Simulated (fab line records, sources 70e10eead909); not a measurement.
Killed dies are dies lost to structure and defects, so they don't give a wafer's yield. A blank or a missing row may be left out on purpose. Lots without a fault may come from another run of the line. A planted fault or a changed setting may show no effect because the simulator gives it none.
Chamber matching | flow nand_harc | NHARC_A_M1_DESCUM_14 on rie_diel-01: 4 sister chambers
The step chemistry O2, time 3 s. 8 wafers are shown with their chamber, then 7 later ones without.

WAFERS WITH THEIR CHAMBER
wafer  | chamber | drypump_motor_current_A (A) | oes_product_au (a.u.)
L086.1 | 0       | 5.9                         | 1.020
L086.3 | 1       | 6.2                         | 1.024
L086.4 | 2       | 5.3                         | 1.017
L090.1 | 0       | 5.8                         | 1.020
L090.2 | 3       | 5.3                         | 0.985
L090.3 | 2       | 5.3                         | 1.022
L090.4 | 1       | 6.2                         | 1.001
L090.5 | 3       | 5.2                         | 0.990

WAFERS WITHOUT THEIR CHAMBER
wafer  | drypump_motor_current_A (A) | oes_product_au (a.u.)
L090.6 | 5.8                         | 1.024
L091.1 | 5.3                         | 1.009
L091.2 | 6.2                         | 1.002
L091.3 | 5.9                         | 1.025
L092.4 | 5.3                         | 1.006
L092.5 | 6.2                         | 1.015
L092.6 | 5.3                         | 1.012

WHICH CHAMBER EACH WENT THROUGH
wafer  | from the rows above     | in truth
L090.6 | 0                       | 0
L091.1 | can't be placed: 2 or 3 | 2
L091.2 | 1                       | 1
L091.3 | 0                       | 0
L092.4 | can't be placed: 2 or 3 | 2
L092.5 | 1                       | 1
L092.6 | 2                       | 2
Placed correctly: 5 of 7. Can't be placed from these rows: 2 (the true chamber is among the candidates in 2). Placed wrongly: 0.
How it was worked out, from the rows above alone: a wafer's distance from a chamber is the root of the sum, over the readings, of the square of ((its reading less the chamber's mean) divided by the reading's scatter). The wafer belongs to the nearest chamber; if the next one is less than 2 further off, it can't be placed. A chamber's mean is the mean of its shown wafers. The scatter: the root of (the sum of the squares of (reading less its chamber's mean) over the shown wafers, divided by (wafers less chambers)).
